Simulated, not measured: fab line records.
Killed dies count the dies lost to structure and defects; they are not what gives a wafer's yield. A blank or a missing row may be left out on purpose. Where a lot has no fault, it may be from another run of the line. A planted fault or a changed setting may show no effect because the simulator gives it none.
fab line records    flow n5_finfet
[record] lots = 5  wafers = 15  last_day = 16
route steps=1938 shown BEOL_M11@1569
lots with no fault: from the same line, run without faults
start_h: hours from the record's opening day to when the first of the lot's shown wafers began    wait_h: how many hours have passed since the lot's step before this one    " identical to the entry in the row above    L1.1+2: a single row standing in for several wafers    - value missing, or start not given    * or withheld: withheld    < > ~ a bound
route shown NAME@n: NAME is a module with steps in the file, n the number in the route of the first one    usual: the fault-free wafers' mean and standard deviation    same: alike in all rows    chamber/n: place in a boat    sites: the reading at each site    _std_site: the standard deviation of these    _edge_site: inner sites' mean taken away from outer sites' mean    radius_mm: for every site, how far away it sits from the centre of the wafer    mask NAME#n: copy n    behind: the tool/chamber that last shaped the wafer    hold: what put the lot on hold/how long, in hours/how the hold closed    device: the n, p or np transistor that did not switch    end of line: the tests these same wafers got at the end of their route    a step given without rows: its recipe and nothing more    killed: not the wafer's yield, but the dies lost to structure and defects at the first sort    map: per-die view of a wafer (x killed, . not killed, _ where there is no die)
set.NAME: the setting the step ran with; set.NAME@STEP: the setting that earlier step ran with    model.NAME: the simulator's own value behind a step, which no gauge read
lots at some steps of the route; a table a step, a row a wafer
services: from which hour (start_h, from the record's first day; less than 0 if before it) a tool's chamber was out of use, for how many hours, and why
[[steps]]
[step N5_BEOL_M11_OVL_MEAS_29]
[recipe] points_per_wafer = 44
[usual] V10_OVL = -0.2/0.66
lot.wafer  tool        chamber  start_h  wait_h  V10_OVL[nm]
L077.3     overlay-02  0        246.46   0.0     0.0
L077.4     "           0        "        "       -0.1
L077.6     "           0        "        "       0.0
L080.1     overlay-01  0        261.51   0.0     0.2
L080.2     "           0        "        "       0.1
L080.4     "           0        "        "       1.0
L082.1     overlay-01  0        271.76   0.0     0.5
L082.3     "           0        "        "       0.1
L082.5     "           0        "        "       -0.1
L084.1     overlay-01  0        289.99   0.0     -0.9
L084.3     "           0        "        "       0.3
L084.6     "           0        "        "       0.4
L095.1     overlay-01  0        348.12   0.0     0.2
L095.2     "           0        "        "       -0.2
L095.5     "           0        "        "       -0.3
[step N5_BEOL_M11_INSPECT_30]
[recipe] mode = adi  inspect_instrument = brightfield
[usual] raw_defect_count = 381/91
lot.wafer  tool               chamber  start_h  wait_h  raw_defect_count
L077.3     defect_inspect-02  -        246.48   0.0     395
L077.4     "                  -        "        "       438
L077.6     "                  -        "        "       468
L080.1     defect_inspect-02  -        261.53   0.0     317
L080.2     "                  -        "        "       413
L080.4     "                  -        "        "       436
L082.1     defect_inspect-02  -        271.79   0.0     390
L082.3     "                  -        "        "       379
L082.5     "                  -        "        "       574
L084.1     defect_inspect-02  -        290.02   0.0     303
L084.3     "                  -        "        "       189
L084.6     "                  -        "        "       423
L095.1     defect_inspect-01  -        348.14   0.0     307
L095.2     "                  -        "        "       302
L095.5     "                  -        "        "       265
[step N5_BEOL_M11_DESCUM_33]
[recipe] chemistry = O2  time_s = 7.9  source_power_w = 50  bias_power_w = 20  pressure_mtorr = 20  rf_frequency_hz = 2.712e+07  temp_c = 40  resist = CAR-ArF  o2_flow_sccm = 225
[usual] drypump_motor_current_A = 5.8/0.44  oes_product_au = 0.80/0.098  rf_vpp_V = 242.5/1.4  showerhead_plenum_p_Torr = 2.06/0.068  throttle_valve_pct = 20.32/0.29
lot.wafer  tool         chamber  start_h  wait_h  drypump_motor_current_A  oes_product_au  rf_hours_counter_h  rf_vpp_V  showerhead_plenum_p_Torr  throttle_valve_pct
L077.3     rie_diel-02  2        246.52   0.0     5.2                      0.92            20                  242.5     2.06                      19.99
L077.4     "            0        "        "       5.7                      0.73            166                 244.8     2.09                      20.67
L077.6     "            0        "        "       5.7                      0.72            -                   242.4     2.09                      20.64
L080.1     rie_diel-02  1        261.90   0.4     5.7                      0.75            162                 240.5     1.92                      19.97
L080.2     "            2        "        "       5.2                      0.91            25                  243.5     2.06                      20.00
L080.4     "            3        "        "       6.3                      0.91            21                  243.3     2.13                      19.86
L082.1     rie_diel-04  0        271.82   0.0     5.6                      0.67            233                 243.7     2.06                      20.78
L082.3     "            3        "        "       5.8                      0.70            240                 244.2     2.06                      20.68
L082.5     "            0        "        "       5.6                      0.67            -                   241.4     2.06                      20.78
L084.1     rie_diel-04  3        290.05   0.0     5.8                      0.70            247                 243.2     2.06                      20.70
L084.3     "            0        "        "       5.6                      0.67            241                 243.9     2.06                      20.79
L084.6     "            1        "        "       6.1                      0.72            -                   244.6     2.16                      20.35
L095.1     rie_diel-02  0        348.18   0.0     5.7                      0.71            194                 244.2     2.08                      20.71
L095.2     "            1        "        "       5.7                      0.73            183                 241.0     1.91                      20.03
L095.5     "            1        "        "       5.7                      0.72            -                   239.2     1.91                      20.02
[step N5_BEOL_M11_ETCH_65]
[recipe] chemistry = CF4  target = SiARC  target_depth_a = 390  mask_material = CAR-ArF  time_s = 65  ion_energy_ev = 80  pressure_mtorr = 40  source_w = 545  bias_w = 36  Ar_flow_sccm = 100  cf4_flow_sccm = 100  ends = cleared
[usual] drypump_motor_current_A = 5.8/0.44  etch_rf_on_time_s = 64.7/1.2  oes_product_au = 0.68/0.085  rf_vpp_V = 183.7/1.2  showerhead_plenum_p_Torr = 2.11/0.067  throttle_valve_pct = 15.54/0.29
lot.wafer  tool         chamber  start_h  wait_h  drypump_motor_current_A  etch_rf_on_time_s  oes_product_au  rf_hours_counter_h  rf_vpp_V  showerhead_plenum_p_Torr  throttle_valve_pct
L077.3     rie_diel-02  2        246.56   0.0     5.1                      62.9               0.79            20                  184.8     2.10                      15.11
L077.4     "            0        "        "       5.7                      65.6               0.62            166                 183.8     2.14                      15.86
L077.6     "            0        "        "       5.7                      66.2               0.61            -                   183.8     2.14                      15.87
L080.1     rie_diel-02  1        261.94   0.0     5.7                      63.4               0.63            162                 181.9     1.98                      15.26
L080.2     "            2        "        "       5.2                      62.8               0.78            25                  182.3     2.09                      15.11
L080.4     "            3        "        "       6.3                      64.0               0.77            21                  184.8     2.18                      15.11
L082.1     rie_diel-04  0        271.86   0.0     5.6                      65.2               0.59            233                 185.0     2.11                      15.99
L082.3     "            3        "        "       5.9                      65.3               0.60            240                 183.3     2.11                      15.88
L082.5     "            0        "        "       5.6                      65.9               0.58            -                   182.3     2.11                      16.03
L084.1     rie_diel-04  3        290.09   0.0     5.9                      65.5               0.60            247                 183.4     2.11                      15.89
L084.3     "            0        "        "       5.6                      65.7               0.57            241                 183.3     2.11                      16.04
L084.6     "            1        "        "       6.1                      65.9               0.61            -                   185.2     2.21                      15.60
L095.1     rie_diel-02  0        348.21   0.0     5.7                      66.2               0.60            194                 182.9     2.13                      15.91
L095.2     "            1        "        "       5.7                      63.7               0.63            183                 181.0     1.97                      15.32
L095.5     "            1        "        "       5.7                      63.1               0.62            -                   180.9     1.97                      15.32
[step N5_BEOL_M11_ETCH_66]
[recipe] chemistry = N2/H2  target = SOC  target_depth_a = 1200  overetch_a = 240  mask_material = SiARC  temp_c = 40  time_s = 180  ion_energy_ev = 200  pressure_mtorr = 30  source_w = 840  bias_w = 150  n2_flow_sccm = 200  h2_flow_sccm = 200
[usual] drypump_motor_current_A = 5.8/0.44  oes_product_au = 0.64/0.075  rf_vpp_V = 522.7/2.6  showerhead_plenum_p_Torr = 2.50/0.085  throttle_valve_pct = 17.74/0.29
lot.wafer  tool         chamber  start_h  wait_h  drypump_motor_current_A  oes_product_au  rf_hours_counter_h  rf_vpp_V  showerhead_plenum_p_Torr  throttle_valve_pct
L077.3     rie_diel-02  2        246.61   0.0     5.2                      0.72            20                  522.5     2.48                      17.23
L077.4     "            0        "        "       5.7                      0.59            166                 524.3     2.54                      18.10
L077.6     "            0        "        "       5.7                      0.59            -                   524.4     2.54                      18.09
L080.1     rie_diel-02  1        261.99   0.0     5.7                      0.60            162                 517.1     2.33                      17.41
L080.2     "            2        "        "       5.2                      0.72            25                  521.8     2.48                      17.26
L080.4     "            3        "        "       6.3                      0.72            21                  524.7     2.60                      17.41
L082.1     rie_diel-04  0        271.91   0.0     5.6                      0.55            233                 521.3     2.51                      18.15
L082.3     "            3        "        "       5.8                      0.57            240                 522.6     2.50                      18.10
L082.5     "            0        "        "       5.6                      0.55            -                   521.6     2.51                      18.14
L084.1     rie_diel-04  3        290.14   0.0     5.8                      0.57            247                 523.0     2.50                      18.10
L084.3     "            0        "        "       5.6                      0.55            241                 523.1     2.50                      18.18
L084.6     "            1        "        "       6.1                      0.59            -                   527.0     2.63                      17.83
L095.1     rie_diel-02  0        348.26   0.0     5.7                      0.58            194                 523.6     2.52                      18.14
L095.2     "            1        "        "       5.7                      0.59            183                 517.6     2.32                      17.45
L095.5     "            1        "        "       5.7                      0.58            -                   517.7     2.33                      17.44
[step N5_BEOL_M11_STRIP_69]
[recipe] chemistry = N2/H2  temp_c = 40  n2_flow_sccm = 200  h2_flow_sccm = 200  rf_frequency_hz = 6e+07
lot.wafer   tool         chamber  start_h  wait_h
L077.3+4+6  rie_diel-02  2,0,0    246.72   0.1
L080.1+2+4  rie_diel-02  1,2,3    262.10   0.1
L082.1+3+5  rie_diel-04  0,3,0    272.02   0.1
L084.1+3+6  rie_diel-04  3,0,1    290.25   0.1
L095.1+2+5  rie_diel-02  0,1,1    348.38   0.1
[step N5_BEOL_M11_VIA_ETCH_34]
[recipe] chemistry = C4F6/O2  target = SiCOH_lowk  target_depth_a = 1845  mask_material = SOC  taper_deg = 4  time_s = 69.2  ion_energy_ev = 250  pressure_mtorr = 30  source_w = 345  bias_w = 185  Ar_flow_sccm = 300  C4F6_flow_sccm = 10  O2_flow_sccm = 10
[usual] drypump_motor_current_A = 5.8/0.44  oes_product_au = 0.79/0.099  rf_vpp_V = 663/6.6  showerhead_plenum_p_Torr = 2.80/0.089  throttle_valve_pct = 20.82/0.29
lot.wafer  tool         chamber  start_h  wait_h  drypump_motor_current_A  oes_product_au  rf_hours_counter_h  rf_vpp_V  showerhead_plenum_p_Torr  throttle_valve_pct
L077.3     rie_diel-02  2        246.73   0.0     5.2                      0.92            20                  660       2.79                      20.41
L077.4     "            0        "        "       5.7                      0.72            166                 659       2.85                      21.22
L077.6     "            0        "        "       5.7                      0.73            -                   661       2.85                      21.20
L080.1     rie_diel-02  1        262.11   0.0     5.7                      0.74            162                 654       2.63                      20.48
L080.2     "            2        "        "       5.2                      0.91            25                  661       2.79                      20.39
L080.4     "            3        "        "       6.3                      0.89            21                  671       2.90                      20.37
L082.1     rie_diel-04  0        272.03   0.0     5.6                      0.67            233                 665       2.81                      21.23
L082.3     "            3        "        "       5.8                      0.70            240                 662       2.80                      21.10
L082.5     "            0        "        "       5.6                      0.68            -                   666       2.81                      21.25
L084.1     rie_diel-04  3        290.26   0.0     5.8                      0.70            247                 663       2.80                      21.13
L084.3     "            0        "        "       5.6                      0.67            241                 665       2.80                      21.26
L084.6     "            1        "        "       6.1                      0.72            -                   674       2.94                      20.82
L095.1     rie_diel-02  0        348.39   0.0     5.7                      0.71            194                 659       2.84                      21.27
L095.2     "            1        "        "       5.7                      0.72            183                 654       2.62                      20.51
L095.5     "            1        "        "       5.7                      0.72            -                   656       2.62                      20.51
[step N5_BEOL_M11_STRIP_73]
[recipe] chemistry = C4F6/O2  resist = SiARC  rf_frequency_hz = 6e+07
lot.wafer   tool         chamber  start_h  wait_h
L077.3+4+6  rie_diel-02  2,0,0    246.78   0.0
L080.1+2+4  rie_diel-02  1,2,3    262.16   0.0
L082.1+3+5  rie_diel-04  0,3,0    272.08   0.0
L084.1+3+6  rie_diel-04  3,0,1    290.31   0.0
L095.1+2+5  rie_diel-02  0,1,1    348.44   0.0
[step N5_BEOL_M11_STRIP_36]
[recipe] chemistry = N2/H2  power_w = 450  temp_c = 40  pressure_mtorr = 20  rf_frequency_hz = 6e+07  overash_fraction = 0.3  bias_power_w = 7  h2_frac = 0.5  n2_flow_sccm = 200  h2_flow_sccm = 200
[usual] drypump_motor_current_A = 5.8/0.44  oes_product_au = 0.80/0.098  rf_vpp_V = 59.0/1.9  showerhead_plenum_p_Torr = 2.50/0.085  throttle_valve_pct = 23.5/0.31
[same] overash_fraction = 0.3
lot.wafer  tool         chamber  start_h  wait_h  drypump_motor_current_A  oes_product_au  rf_hours_counter_h  rf_vpp_V  showerhead_plenum_p_Torr  throttle_valve_pct
L077.3     rie_diel-02  2        246.79   0.0     5.2                      0.92            20                  57.6      2.48                      23.0
L077.4     "            0        "        "       5.7                      0.73            166                 59.4      2.53                      24.0
L077.6     "            0        "        "       5.7                      0.74            -                   55.6      2.53                      24.0
L080.1     rie_diel-02  1        262.17   0.0     5.7                      0.75            162                 56.9      2.33                      23.1
L080.2     "            2        "        "       5.1                      0.89            25                  59.9      2.48                      23.0
L080.4     "            3        "        "       6.3                      0.89            21                  60.3      2.60                      23.3
L082.1     rie_diel-04  0        272.09   0.0     5.6                      0.67            233                 59.0      2.50                      23.9
L082.3     "            3        "        "       5.8                      0.72            240                 57.6      2.50                      23.9
L082.5     "            0        "        "       5.6                      0.66            -                   62.5      2.50                      23.9
L084.1     rie_diel-04  3        290.32   0.0     5.8                      0.69            247                 59.1      2.49                      23.9
L084.3     "            0        "        "       5.6                      0.68            241                 58.4      2.50                      23.9
L084.6     "            1        "        "       6.1                      0.73            -                   62.3      2.63                      23.6
L095.1     rie_diel-02  0        348.45   0.0     5.7                      0.71            194                 59.7      2.52                      24.0
L095.2     "            1        "        "       5.7                      0.73            183                 57.1      2.32                      23.2
L095.5     "            1        "        "       5.7                      0.73            -                   56.1      2.32                      23.1
[step N5_BEOL_M11_TRENCH_ETCH_37]
[recipe] chemistry = C4F6/O2  target_depth_a = 1488.3  target = SiCOH_lowk  time_s = 48  ion_energy_ev = 250  pressure_mtorr = 30  source_w = 345  bias_w = 185  Ar_flow_sccm = 300  C4F6_flow_sccm = 10  O2_flow_sccm = 10
[usual] drypump_motor_current_A = 5.8/0.44  oes_product_au = 0.79/0.098  rf_vpp_V = 663/6.8  showerhead_plenum_p_Torr = 2.80/0.089  throttle_valve_pct = 20.85/0.29
lot.wafer  tool         chamber  start_h  wait_h  drypump_motor_current_A  oes_product_au  rf_hours_counter_h  rf_vpp_V  showerhead_plenum_p_Torr  throttle_valve_pct
L077.3     rie_diel-02  2        -        -       5.2                      0.91            20                  660       2.79                      20.42
L077.4     "            0        "        "       5.7                      0.72            166                 660       2.85                      21.23
L077.6     "            0        "        "       5.7                      0.72            -                   661       2.85                      21.24
L080.1     rie_diel-02  1        -        -       5.7                      0.74            162                 655       2.63                      20.49
L080.2     "            2        "        "       5.2                      0.91            25                  661       2.79                      20.44
L080.4     "            3        "        "       6.3                      0.90            21                  672       2.90                      20.39
L082.1     rie_diel-04  0        -        -       5.6                      0.68            233                 665       2.81                      21.28
L082.3     "            3        "        "       5.8                      0.71            240                 662       2.80                      21.14
L082.5     "            0        "        "       5.6                      0.68            -                   666       2.81                      21.26
L084.1     rie_diel-04  3        -        -       5.8                      0.69            247                 660       2.80                      21.14
L084.3     "            0        "        "       5.6                      0.67            241                 666       2.80                      21.28
L084.6     "            1        "        "       6.1                      0.73            -                   677       2.94                      20.86
L095.1     rie_diel-02  0        -        -       5.7                      0.70            194                 659       2.84                      21.27
L095.2     "            1        "        "       5.7                      0.72            183                 655       2.62                      20.53
L095.5     "            1        "        "       5.7                      0.73            -                   653       2.62                      20.53
[step N5_BEOL_M11_ETCH_41]
[recipe] chemistry = CH3F/O2  target = SiCN  target_depth_a = 426  taper_deg = 2  time_s = 86  ion_energy_ev = 120  mask_material = TiN  pressure_mtorr = 30  source_w = 395  bias_w = 75  Ar_flow_sccm = 150  CH3F_flow_sccm = 30  O2_flow_sccm = 20
[usual] drypump_motor_current_A = 5.8/0.44  oes_product_au = 0.80/0.099  rf_vpp_V = 296.7/1.6  showerhead_plenum_p_Torr = 1.97/0.065  throttle_valve_pct = 16.24/0.29
lot.wafer  tool         chamber  start_h  wait_h  drypump_motor_current_A  oes_product_au  rf_hours_counter_h  rf_vpp_V  showerhead_plenum_p_Torr  throttle_valve_pct
L077.3     rie_diel-02  2        -        -       5.2                      0.91            20                  295.5     1.96                      15.81
L077.4     "            0        "        "       5.7                      0.72            166                 296.7     2.00                      16.58
L077.6     "            0        "        "       5.7                      0.71            -                   296.5     2.00                      16.58
L080.1     rie_diel-02  1        -        -       5.7                      0.74            162                 294.2     1.84                      15.96
L080.2     "            2        "        "       5.1                      0.90            25                  296.0     1.96                      15.83
L080.4     "            3        "        "       6.3                      0.91            21                  298.1     2.04                      15.78
L082.1     rie_diel-04  0        -        -       5.6                      0.68            233                 296.9     1.97                      16.69
L082.3     "            3        "        "       5.8                      0.71            240                 297.4     1.97                      16.57
L082.5     "            0        "        "       5.6                      0.67            -                   299.2     1.97                      16.69
L084.1     rie_diel-04  3        -        -       5.8                      0.70            247                 296.4     1.96                      16.59
L084.3     "            0        "        "       5.6                      0.67            241                 297.0     1.97                      16.70
L084.6     "            1        "        "       6.1                      0.72            -                   298.3     2.07                      16.28
L095.1     rie_diel-02  0        -        -       5.7                      0.71            194                 298.2     1.99                      16.65
L095.2     "            1        "        "       5.7                      0.73            184                 294.0     1.83                      16.00
L095.5     "            1        "        "       5.7                      0.73            -                   294.1     1.83                      16.01
[step N5_BEOL_M11_STRIP_77]
[recipe] chemistry = N2/H2  time_s = 10  power_w = 450  temp_c = 40  pressure_mtorr = 20  rf_frequency_hz = 6e+07  bias_power_w = 7  n2_flow_sccm = 200  h2_flow_sccm = 200
[usual] drypump_motor_current_A = 5.8/0.44  oes_product_au = 0.80/0.098  rf_vpp_V = 58.9/0.83  showerhead_plenum_p_Torr = 2.50/0.085  throttle_valve_pct = 23.5/0.31
lot.wafer  tool         chamber  start_h  wait_h  drypump_motor_current_A  oes_product_au  rf_hours_counter_h  rf_vpp_V  showerhead_plenum_p_Torr  throttle_valve_pct
L077.3     rie_diel-02  2        -        -       5.2                      0.91            20                  58.5      2.48                      23.0
L077.4     "            0        "        "       5.7                      0.73            166                 58.8      2.53                      24.0
L077.6     "            0        "        "       5.7                      0.72            -                   58.7      2.53                      24.0
L080.1     rie_diel-02  1        -        -       5.7                      0.74            162                 57.2      2.33                      23.1
L080.2     "            2        "        "       5.2                      0.90            25                  58.2      2.48                      23.0
L080.4     "            3        "        "       6.3                      0.90            21                  60.2      2.60                      23.3
L082.1     rie_diel-04  0        -        -       5.6                      0.68            234                 58.8      2.50                      23.9
L082.3     "            3        "        "       5.8                      0.71            240                 58.1      2.50                      23.9
L082.5     "            0        "        "       5.6                      0.68            -                   59.4      2.50                      23.9
L084.1     rie_diel-04  3        -        -       5.8                      0.70            247                 59.1      2.50                      23.9
L084.3     "            0        "        "       5.5                      0.67            241                 59.4      2.50                      23.9
L084.6     "            1        "        "       6.1                      0.72            -                   59.4      2.63                      23.6
L095.1     rie_diel-02  0        -        -       5.7                      0.71            194                 58.8      2.52                      24.0
L095.2     "            1        "        "       5.7                      0.72            184                 59.3      2.32                      23.1
L095.5     "            1        "        "       5.7                      0.73            -                   59.2      2.32                      23.2
[step N5_BEOL_M11_OCD_MEAS_38]
[usual] trench_depth_nm = 148.8/2.5
lot.wafer  tool    chamber  start_h  wait_h  trench_depth_nm
L077.3     ocd-01  -        247.02   -       152.6
L077.4     "       -        "        "       146.0
L077.6     "       -        "        "       146.5
L080.1     ocd-02  -        262.40   -       150.6
L080.2     "       -        "        "       152.4
L080.4     "       -        "        "       151.9
L082.1     ocd-02  -        272.32   -       146.8
L082.3     "       -        "        "       148.4
L082.5     "       -        "        "       146.8
L084.1     ocd-02  -        290.55   -       145.8
L084.3     "       -        "        "       146.2
L084.6     "       -        "        "       146.7
L095.1     ocd-01  -        348.67   -       147.2
L095.2     "       -        "        "       149.4
L095.5     "       -        "        "       150.5
[step N5_BEOL_M11_HM_STRIP_39]
[recipe] chemistry = peroxide_tin_strip  material = TiN  target_depth_a = 250  temp_c = 50  time_s = 158
lot.wafer   tool          chamber  start_h  wait_h
L077.3+4+6  wet_bench-03  0,1,3    247.05   0.0
L080.1+2+4  wet_bench-02  0,6,5    262.43   0.0
L082.1+3+5  wet_bench-06  7,3,6    272.35   0.0
L084.1+3+6  wet_bench-06  1,7,6    290.58   0.0
L095.1+2+5  wet_bench-06  5,7,6    348.70   0.0
[step N5_BEOL_M11_SRD_40]
[recipe] time_s = 30  temp_c = 23  rinse_liquid = diw  dry = ipa_marangoni
lot.wafer   tool          chamber  start_h  wait_h
L077.3+4+6  wet_bench-03  0,1,3    247.14   0.0
L080.1+2+4  wet_bench-02  0,6,5    262.48   0.0
L082.1+3+5  wet_bench-06  7,3,6    272.40   0.0
L084.1+3+6  wet_bench-06  1,7,6    290.62   0.0
L095.1+2+5  wet_bench-06  5,7,6    348.75   0.0
[step N5_BEOL_M11_PRECLEAN_42]
[recipe] chemistry = residue_remover  time_s = 60  temp_c = 40
lot.wafer   tool          chamber  start_h  wait_h
L077.3+4+6  wet_bench-03  0,1,3    247.17   0.0
L080.1+2+4  wet_bench-02  0,6,5    262.49   0.0
L082.1+3+5  wet_bench-06  7,3,6    272.42   0.0
L084.1+3+6  wet_bench-06  1,7,6    290.64   0.0
L095.1+2+5  wet_bench-06  5,7,6    348.77   0.0
[step N5_BEOL_M11_SRD_43]
[recipe] time_s = 30  temp_c = 23  rinse_liquid = diw  dry = ipa_marangoni
lot.wafer   tool          chamber  start_h  wait_h
L077.3+4+6  wet_bench-03  0,1,3    247.21   0.0
L080.1+2+4  wet_bench-02  0,6,5    262.51   0.0
L082.1+3+5  wet_bench-06  7,3,6    272.43   0.0
L084.1+3+6  wet_bench-06  1,7,6    290.66   0.0
L095.1+2+5  wet_bench-06  5,7,6    348.78   0.0
[step N5_BEOL_M11_CD_MEAS_35]
[recipe] target_cd_nm = 70  polarity = opening
[usual] cd_nm = 70.1/0.53
lot.wafer  tool       chamber  start_h  wait_h  cd_nm
L077.3     cd_sem-02  -        247.27   0.0     69.7
L077.4     "          -        "        "       70.2
L077.6     "          -        "        "       70.4
L080.1     cd_sem-02  -        262.56   0.0     70.4
L080.2     "          -        "        "       70.5
L080.4     "          -        "        "       70.4
L082.1     cd_sem-02  -        272.48   0.0     69.7
L082.3     "          -        "        "       69.7
L082.5     "          -        "        "       69.4
L084.1     cd_sem-01  -        290.70   0.0     69.8
L084.3     "          -        "        "       69.8
L084.6     "          -        "        "       69.6
L095.1     cd_sem-01  -        348.82   0.0     70.4
L095.2     "          -        "        "       69.4
L095.5     "          -        "        "       70.2
[step N5_BEOL_M11_CURE_72]
[recipe] temp_c = 370  time_s = 120  ambient = DMADMS/He  material = SiCOH_lowk
[usual] lamp_power_pct = 52.31/0.056  wafer_temp_C_max = 371.7/0.5
lot.wafer  tool        chamber  start_h  wait_h  lamp_power_pct  wafer_temp_C_max
L077.3     uv_cure-02  1        247.41   0.1     52.31           371.9
L077.4     "           1        "        "       52.31           372.5
L077.6     "           1        "        "       52.27           371.6
L080.1     uv_cure-03  0        262.60   0.0     52.28           371.9
L080.2     "           0        "        "       52.29           372.6
L080.4     "           0        "        "       52.34           371.9
L082.1     uv_cure-03  0        272.52   0.0     52.26           371.9
L082.3     "           0        "        "       52.27           372.2
L082.5     "           0        "        "       52.24           371.7
L084.1     uv_cure-02  0        290.74   0.0     52.30           372.7
L084.3     "           0        "        "       52.42           372.2
L084.6     "           0        "        "       52.23           372.2
L095.1     uv_cure-02  0        348.87   0.0     52.30           372.9
L095.2     "           0        "        "       52.37           372.3
L095.5     "           0        "        "       52.28           372.2
[step N5_BEOL_M11_DEGAS_44]
[recipe] ambient = vacuum  temp_c = 250  time_s = 60
[usual] heater_power_w = 341/28
lot.wafer  tool            chamber  start_h  wait_h  heater_power_w
L077.3     pvd_sputter-03  -        247.84   0.4     341
L077.4     "               -        "        "       343
L077.6     "               -        "        "       308
L080.1     pvd_sputter-03  -        262.92   0.3     345
L080.2     "               -        "        "       343
L080.4     "               -        "        "       298
L082.1     pvd_sputter-01  -        274.55   2.0     332
L082.3     "               -        "        "       364
L082.5     "               -        "        "       343
L084.1     pvd_sputter-02  -        291.06   0.3     368
L084.3     "               -        "        "       315
L084.6     "               -        "        "       328
L095.1     pvd_sputter-01  -        349.22   0.3     377
L095.2     "               -        "        "       319
L095.5     "               -        "        "       367
[step N5_BEOL_M11_PRE_CLEAN_45]
[recipe] gas = H2/He  time_s = 30  temp_c = 250
[usual] heater_power_w = 341/28
lot.wafer  tool            chamber  start_h  wait_h  heater_power_w
L077.3     pvd_sputter-03  -        247.88   0.0     349
L077.4     "               -        "        "       350
L077.6     "               -        "        "       301
L080.1     pvd_sputter-03  -        262.96   0.0     347
L080.2     "               -        "        "       339
L080.4     "               -        "        "       299
L082.1     pvd_sputter-01  -        274.59   0.0     329
L082.3     "               -        "        "       361
L082.5     "               -        "        "       330
L084.1     pvd_sputter-02  -        291.10   0.0     369
L084.3     "               -        "        "       327
L084.6     "               -        "        "       326
L095.1     pvd_sputter-01  -        349.26   0.0     365
L095.2     "               -        "        "       321
L095.5     "               -        "        "       361
[step N5_BEOL_M11_ALD_74]
[recipe] material = TaN  target_thk_a = 20  temp_c = 275  ald_precursor_family = PDMAT  ald_co_reactant = NH3  pressure_torr = 3  carrier_flow_sccm = 1500  pulse_time_s = 2  purge_time_s = 3  co_reactant_purge_time_s = 2  co_reactant_pulse_time_s = 3  ald_cycles = 40  precursor_vessel_temp_c = 75  precursor_vessel_pressure_torr = 26.25  precursor_vessel_carrier_sccm = 1000
[usual] heater_power_w = 395/37  precursor_vessel_carrier_sccm = 1000.2/2.9
[same] co_reactant_pulse_time_s = 3
lot.wafer  tool          chamber  start_h  wait_h  heater_power_w  precursor_vessel_carrier_sccm
L077.3     ald_metal-02  2        247.99   0.1     438             998.3
L077.4     "             0        "        "       343             998.4
L077.6     "             2        "        "       432             996.0
L080.1     ald_metal-01  3        263.02   0.0     445             994.5
L080.2     "             0        "        "       429             997.8
L080.4     "             2        "        "       324             1000.7
L082.1     ald_metal-02  3        274.69   0.1     358             1000.0
L082.3     "             2        "        "       432             994.1
L082.5     "             0        "        "       342             995.7
L084.1     ald_metal-01  1        291.18   0.1     388             1001.3
L084.3     "             0        "        "       415             1000.4
L084.6     "             0        "        "       418             1001.8
L095.1     ald_metal-03  3        349.32   0.0     371             998.9
L095.2     "             2        "        "       399             1001.9
L095.5     "             1        "        "       400             1000.0
[step N5_BEOL_M11_SURFACE_TREAT_76]
[recipe] gas = Ar  time_s = *  ion_energy_ev = *  ion_current_ma_cm2 = 0.5  pressure_mtorr = *  ar_flow_sccm = 30
[usual] throttle_valve_pct = *
lot.wafer  tool            chamber  start_h  wait_h  throttle_valve_pct
L077.3     pvd_sputter-01  -        248.47   0.3     *
L077.4     "               -        "        "       *
L077.6     "               -        "        "       *
L080.1     pvd_sputter-03  -        263.34   0.2     *
L080.2     "               -        "        "       *
L080.4     "               -        "        "       *
L082.1     pvd_sputter-01  -        274.97   0.2     *
L082.3     "               -        "        "       *
L082.5     "               -        "        "       *
L084.1     pvd_sputter-02  -        291.64   0.3     *
L084.3     "               -        "        "       *
L084.6     "               -        "        "       *
L095.1     pvd_sputter-02  -        349.61   0.2     *
L095.2     "               -        "        "       *
L095.5     "               -        "        "       *
[[services]]
tool            chamber  start_h  hours  kind
ald_metal-01    -        230.84   8.7    pm
rie_diel-04     2        250.08   2.5    repair
rie_diel-04     3        257.50   8.1    repair
rie_diel-02     -        270.26   14.6   pm
ald_metal-02    3        279.23   4.1    repair
pvd_sputter-03  -        285.89   3.8    repair
uv_cure-02      -        288.75   0.7    repair
rie_diel-02     -        289.47   0.3    repair
ald_metal-02    1        295.78   3.4    repair
rie_diel-04     3        298.96   -      clean
rie_diel-04     3        298.96   -      consumable_replace:focus_ring
rie_diel-04     3        298.96   20.0   scheduled_down
rie_diel-04     3        298.96   20.0   vent_cycle
uv_cure-03      -        316.20   3.4    repair
rie_diel-04     0        318.99   -      clean
rie_diel-04     0        318.99   -      consumable_replace:focus_ring
rie_diel-04     0        318.99   15.8   scheduled_down
rie_diel-04     0        318.99   15.8   vent_cycle
ald_metal-01    1        320.48   60.7   repair
uv_cure-03      -        332.01   4.6    repair
ald_metal-01    -        337.25   14.0   pm
ald_metal-01    0        337.25   14.0   vent_cycle
uv_cure-02      -        343.69   0.3    repair
uv_cure-02      -        347.11   1.3    repair
[[key]]
fault none
